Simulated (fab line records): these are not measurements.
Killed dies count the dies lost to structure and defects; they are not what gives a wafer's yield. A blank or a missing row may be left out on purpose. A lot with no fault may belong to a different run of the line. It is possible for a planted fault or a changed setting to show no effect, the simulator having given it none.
A lot that was struck, set against a sound lot :: flow n5 finfet :: 42 steps out of a route of 1938
Sound: these wafers, L788.1, L788.3, L788.5. Struck: wafer L798.6 (L798.3, L798.4, from the same lot, were not struck and are left out); the cause is given at the end.
At each step with rows: each side's tool, then ch and its chambers, then its first start. Under that, the readings that differ: sound wafers :: struck wafers :: difference of the means :: sigmas: that difference in standard deviations of wafers without a fault.
alike: readings with means less than 2 such deviations apart, plus words and numbers identical on both sides. not compared: withheld readings, readings lacking a value on some wafer, bounds such as >300 that could conceal the same value, and numbers that have no deviation in the record and whose values overlap.
The two part at a step that has a row with sigmas, a row that says differs or no value, or rows on one side only. Non-overlapping numbers with no deviation appear without sigmas and do not part them. A reading that every wafer of one side lacks parts them only if that side has two wafers or more.

first, 4 steps without rows for these wafers: N5_PASSIVATION_EXPOSE_07 (exposes mask TV, defocus 0 nm, target cd 3000 nm); N5_PASSIVATION_PEB_08; N5_PASSIVATION_DEVELOP_09 (develop time 60 s); N5_PASSIVATION_HARDBAKE_11 (time 120 s).
N5_PASSIVATION_CD_MEAS_10: the cd target is 3000 nm.
  sound on cd sem-01 ch 0, day 13 18:02; struck on cd sem-03 ch 0, day 16 22:08
  alike: cd nm
N5_PASSIVATION_OVL_MEAS_60:
  sound on overlay-02 ch 0, day 13 18:04; struck on overlay-02 ch 0, day 16 22:09
  alike: TV_OVL
N5_PASSIVATION_INSPECT_61: inspects for defects (macro).
  struck on defect inspect-01, day 16 22:11; sound on defect inspect-01, day 13 18:06
  alike: raw defect count
then, 1 step without rows for these wafers: N5_PASSIVATION_DESCUM_12 (chemistry O2, time 7.9 s).
N5_PASSIVATION_PASS_ETCH_74: etches SiNx in CF4/O2, target depth 220 nm, time 110 s.
  sound on rie diel-04 ch 1,2,3, day 13 18:18; struck on rie diel-06 ch 0, day 16 22:43
  alike: drypump motor current A, oes product au, rf fwd power W, rf vpp V, showerhead plenum p Torr, throttle valve pct
  not compared: rf hours counter h
N5_PASSIVATION_VIA_ETCH_13: etches SiO2 in CHF3/O2, target depth 660 nm, time 330 s.
  sound on rie diel-04 ch 1,2,3, day 13 18:24; struck on rie diel-06 ch 0, day 16 22:48
  alike: drypump motor current A, etch rf on time s, oes product au, rf fwd power W, rf vpp V, showerhead plenum p Torr, throttle valve pct
  not compared: rf hours counter h
N5_PASSIVATION_STRIP_14: strips in O2.
  sound on rie diel-04 ch 1,2,3, day 13 18:35; struck on rie diel-06 ch 0, day 16 22:59
  alike: drypump motor current A, oes product au, rf vpp V, showerhead plenum p Torr, throttle valve pct
  not compared: rf hours counter h
then, 1 step without rows for these wafers: N5_PASSIVATION_ETCH_15 (etches SiCN in CF4/N2, target depth 75 nm, time 81.2 s).
N5_PASSIVATION_STRIP_73: strips in post etch residue remover, time 60 s.
  sound on wet bench-02 ch 1,2,3, day 13 18:45; struck on wet bench-04 ch 1,3,6, day 16 23:09
then, 13 steps without rows for these wafers: N5_PASSIVATION_SRD_17 (time 30 s, dry time 30 s); N5_PASSIVATION_DEGAS_18 (time 60 s); N5_PASSIVATION_PRE_CLEAN_19; N5_PASSIVATION_SPUTTER_20 (material TaN, target thk 50 nm); N5_PASSIVATION_AL_DEP_21 (deposits Al, target thk 2800 nm, time 170 s); N5_PASSIVATION_HMDS_23 (time 60 s); N5_PASSIVATION_COAT_24; N5_PASSIVATION_EBR_26; N5_PASSIVATION_SOFTBAKE_25 (time 90 s); N5_PASSIVATION_EXPOSE_27 (exposes mask PAD, defocus 0 nm); N5_PASSIVATION_PEB_28; N5_PASSIVATION_DEVELOP_29 (develop time 60 s); N5_PASSIVATION_HARDBAKE_31 (time 120 s).
N5_PASSIVATION_CD_MEAS_30: the cd target is 4000 nm.
  sound on cd sem-02 ch 0, day 13 19:50; struck on cd sem-01 ch 0, day 17 00:02
reading: cd nm (nm)
sound: 3998.2 3997.7 3997.1
struck: 4003.6
difference: +5.9
sigmas: +4
N5_PASSIVATION_OVL_MEAS_63:
  sound on overlay-01 ch 0, day 13 19:52; struck on overlay-02 ch 0, day 17 00:03
  alike: PAD_OVL
N5_PASSIVATION_DESCUM_32: chemistry O2, time 7.9 s.
  sound on rie diel-05 ch 0,2,3, day 13 19:55; struck on rie diel-05 ch 3, day 17 00:07
reading: oes product au (a.u.)
sound: 0.68 0.70 0.91
struck: 1.00
difference: +0.24
sigmas: +3

reading: rf vpp V (V)
sound: 245.0 244.4 242.1
struck: 246.1
difference: +2.3
sigmas: +2
  alike: drypump motor current A, rf fwd power W, showerhead plenum p Torr, throttle valve pct
  not compared: rf hours counter h
N5_PASSIVATION_AL_ETCH_33: etches Al in Cl2/BCl3, stops on TaN, target depth 2800 nm, time 466.7 s.
  sound on rie metal-03 ch 1, day 13 20:00; struck on rie metal-03 ch 1, day 17 00:20
  alike: drypump motor current A, oes product au, rf fwd power W, throttle valve pct
  not compared: rf hours counter h
then, 11 steps without rows for these wafers: N5_PASSIVATION_ETCH_59 (etches TaN in Cl2/BCl3, target depth 65 nm, time 34.9 s); N5_PASSIVATION_STRIP_34 (strips in O2); N5_PASSIVATION_STRIP_51 (strips in post etch residue remover, time 1200 s); N5_PASSIVATION_CLEAN_69 (cleans in IPA, time 180 s); N5_PASSIVATION_SRD_70 (time 30 s); N5_PASSIVATION_PECVD_53 (deposits SiO2 from TEOS/O2, target thk 800 nm, time 169.4 s); N5_PASSIVATION_PECVD_35 (deposits SiNx from SiH4/NH3/N2, target thk 700 nm, time 151.3 s); N5_PASSIVATION_HMDS_37 (time 60 s); N5_PASSIVATION_COAT_38; N5_PASSIVATION_EBR_40; N5_PASSIVATION_SOFTBAKE_39 (time 120 s).
N5_PASSIVATION_PROBE_49:
  only the struck wafers here have rows in the record (prober-01, day 17 05:23); the sound ones have none

== WHERE THEY PART ==
Earliest at N5_PASSIVATION_CD_MEAS_30; latest, in this record, at N5_PASSIVATION_PROBE_49.

WHY: what the simulator had put in
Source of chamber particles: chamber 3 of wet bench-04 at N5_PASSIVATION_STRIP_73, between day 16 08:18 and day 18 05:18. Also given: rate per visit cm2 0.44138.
